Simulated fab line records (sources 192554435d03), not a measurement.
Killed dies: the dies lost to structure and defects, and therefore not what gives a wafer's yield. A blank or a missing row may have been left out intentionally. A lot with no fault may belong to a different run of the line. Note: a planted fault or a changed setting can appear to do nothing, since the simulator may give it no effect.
Lot-split experiment || flow n5Finfet || 7 lots, 21 wafers read, on a route of 1938 steps

THE SPLIT
At N5_BEOL_M5_ETCH_41 (etches SiCN in CH3F/O2, target depth 31.5 nm, time 56.7 s), the setting sourceW was moved away from the recipe's 395 W on 7 of the 21 wafers read, by -14.0% to +16.3%. The other wafers ran this setting at the recipe's value.

Reading taken at the split's own step.

THE READING
rfVppV, in V, at N5_BEOL_M5_ETCH_41 (etches SiCN in CH3F/O2, target depth 31.5 nm, time 56.7 s). On this fab line, fault-free wafers typically give 297.0 V with a standard deviation of 1.6 V.

{"wafer": "L076.2", "tool, chamber at the split": "rieDiel-01, 1", "sourceW as run, W": 413.7, "against the recipe": "+4.7%", "rfVppV, V": 292.3, "against lot-mates on the recipe": "no lot-mate on the recipe"}
{"wafer": "L076.5", "tool, chamber at the split": "rieDiel-01, 2", "sourceW as run, W": 413.7, "against the recipe": "+4.7%", "rfVppV, V": 294.5, "against lot-mates on the recipe": "no lot-mate on the recipe"}
{"wafer": "L076.6", "tool, chamber at the split": "rieDiel-01, 3", "sourceW as run, W": 413.7, "against the recipe": "+4.7%", "rfVppV, V": 291.9, "against lot-mates on the recipe": "no lot-mate on the recipe"}
{"wafer": "L079.1", "tool, chamber at the split": "rieDiel-01, 0", "sourceW as run, W": 395, "against the recipe": "recipe", "rfVppV, V": 295.0, "against lot-mates on the recipe": "-"}
{"wafer": "L079.2", "tool, chamber at the split": "rieDiel-01, 2", "sourceW as run, W": 395, "against the recipe": "recipe", "rfVppV, V": 299.5, "against lot-mates on the recipe": "-"}
{"wafer": "L079.3", "tool, chamber at the split": "rieDiel-01, 1", "sourceW as run, W": 395, "against the recipe": "recipe", "rfVppV, V": 297.9, "against lot-mates on the recipe": "-"}
{"wafer": "L080.1", "tool, chamber at the split": "rieDiel-02, 3", "sourceW as run, W": 395, "against the recipe": "recipe", "rfVppV, V": 294.4, "against lot-mates on the recipe": "-"}
{"wafer": "L080.3", "tool, chamber at the split": "rieDiel-02, 2", "sourceW as run, W": 339.7, "against the recipe": "-14.0%", "rfVppV, V": 311.4, "against lot-mates on the recipe": "+15.2"}
{"wafer": "L080.6", "tool, chamber at the split": "rieDiel-02, 0", "sourceW as run, W": 395, "against the recipe": "recipe", "rfVppV, V": 298.0, "against lot-mates on the recipe": "-"}
{"wafer": "L083.4", "tool, chamber at the split": "rieDiel-01, 3", "sourceW as run, W": 395, "against the recipe": "recipe", "rfVppV, V": 296.6, "against lot-mates on the recipe": "-"}
{"wafer": "L083.5", "tool, chamber at the split": "rieDiel-01, 3", "sourceW as run, W": 446.7, "against the recipe": "+13.1%", "rfVppV, V": 284.1, "against lot-mates on the recipe": -12.5}
{"wafer": "L083.6", "tool, chamber at the split": "rieDiel-01, 0", "sourceW as run, W": 446.7, "against the recipe": "+13.1%", "rfVppV, V": 283.4, "against lot-mates on the recipe": -13.2}
{"wafer": "L086.2", "tool, chamber at the split": "rieDiel-02, 2", "sourceW as run, W": 395, "against the recipe": "recipe", "rfVppV, V": 295.7, "against lot-mates on the recipe": "-"}
{"wafer": "L086.3", "tool, chamber at the split": "rieDiel-02, 0", "sourceW as run, W": 395, "against the recipe": "recipe", "rfVppV, V": 297.3, "against lot-mates on the recipe": "-"}
{"wafer": "L086.4", "tool, chamber at the split": "rieDiel-02, 1", "sourceW as run, W": 395, "against the recipe": "recipe", "rfVppV, V": 298.9, "against lot-mates on the recipe": "-"}
{"wafer": "L091.1", "tool, chamber at the split": "rieDiel-01, 2", "sourceW as run, W": 395, "against the recipe": "recipe", "rfVppV, V": 298.2, "against lot-mates on the recipe": "-"}
{"wafer": "L091.2", "tool, chamber at the split": "rieDiel-01, 3", "sourceW as run, W": 395, "against the recipe": "recipe", "rfVppV, V": 295.2, "against lot-mates on the recipe": "-"}
{"wafer": "L091.3", "tool, chamber at the split": "rieDiel-01, 1", "sourceW as run, W": 459.5, "against the recipe": "+16.3%", "rfVppV, V": 283.6, "against lot-mates on the recipe": -13.1}
{"wafer": "L092.3", "tool, chamber at the split": "rieDiel-02, 0", "sourceW as run, W": 395, "against the recipe": "recipe", "rfVppV, V": 297.8, "against lot-mates on the recipe": "-"}
{"wafer": "L092.4", "tool, chamber at the split": "rieDiel-02, 2", "sourceW as run, W": 395, "against the recipe": "recipe", "rfVppV, V": 297.5, "against lot-mates on the recipe": "-"}
{"wafer": "L092.5", "tool, chamber at the split": "rieDiel-02, 2", "sourceW as run, W": 395, "against the recipe": "recipe", "rfVppV, V": 296.9, "against lot-mates on the recipe": "-"}

THE FIT
A straight line over all 21 wafers: rfVppV changes by -0.955 V for each +1% of sourceW; r = -0.97; the points scatter about the line by 1.5 V.
The same after taking each lot's own level away (the mean of its wafers on the recipe; 18 wafers): -0.955 V for each +1%; r = -0.97; scatter 1.5 V.
That fit puts the effect of the largest move of sourceW on the reading at 16 V.
From 296.20 to 297.47 V: that is the span of the lots' own levels, equal to 0.8 times the standard deviation above.
The two slopes agree, so the slope changes little with the lot-to-lot level.
Check: -16.6 V against its lot-mates is what the line predicts for one of the wafers moved furthest among these (+16.3%) when that wafer is left out of the fit. It came out at -13.1 V against them.
Tool readings at the split's step, against how far the setting was moved: rfVppV r = -0.97.

OTHER SPLITS APPLIED TO THESE WAFERS
Before the reading, these wafers also passed through other splits. Each is held against what the fit with the lots' levels taken away leaves over:
{"other split on the same wafers": "N5_BEOL_M5_VIA_ETCH_34 biasW", "wafers away from the commonest value": 9, "r with rfVppV (lot level and that fit taken away)": "+0.01"}

THE FILE'S OWN FIT
rfVppV changes by -0.937 V for each +1% of sourceW, r = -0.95.
